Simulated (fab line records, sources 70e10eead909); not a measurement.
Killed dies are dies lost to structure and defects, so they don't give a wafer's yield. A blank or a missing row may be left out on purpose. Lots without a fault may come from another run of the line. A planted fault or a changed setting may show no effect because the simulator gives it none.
Chamber matching | flow nand_harc | NHARC_P_CONTACT_ETCH_35 on rie_diel-02: 4 sister chambers
The step etches the open film in CF4, target depth 39 nm, time 65 s. 4 wafers are shown with their chamber, then 7 later ones without.

WAFERS WITH THEIR CHAMBER
wafer  | chamber | rf_vpp_V (V)
L082.6 | 3       | 151.9
L084.3 | 0       | 151.7
L092.1 | 2       | 150.1
L092.2 | 1       | 152.0

WAFERS WITHOUT THEIR CHAMBER
wafer  | rf_vpp_V (V)
L092.3 | 152.5
L094.1 | 150.8
L094.4 | 153.2
L094.6 | 151.2
L097.1 | 151.1
L097.4 | 148.9
L097.5 | 152.0

WHICH CHAMBER EACH WENT THROUGH
wafer  | from the rows above               | in truth
L092.3 | can't be placed: 1 or 3 or 0      | 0
L094.1 | can't be placed: 2 or 0 or 3 or 1 | 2
L094.4 | can't be placed: 1 or 3 or 0      | 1
L094.6 | can't be placed: 0 or 3 or 1 or 2 | 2
L097.1 | can't be placed: 0 or 3 or 1 or 2 | 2
L097.4 | 2                                 | 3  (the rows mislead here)
L097.5 | can't be placed: 1 or 3 or 0      | 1
Placed correctly: 0 of 7. Can't be placed from these rows: 6 (the true chamber is among the candidates in 6). Placed wrongly: 1.
How it was worked out, from the rows above alone: a wafer's distance from a chamber is the root of the sum, over the readings, of the square of ((its reading less the chamber's mean) divided by the reading's scatter). The wafer belongs to the nearest chamber; if the next one is less than 2 further off, it can't be placed. A chamber's mean is the mean of its shown wafers. The scatter: with one shown wafer a chamber, the root of the mean of the squares of how far each hidden wafer lies from its nearest shown one.
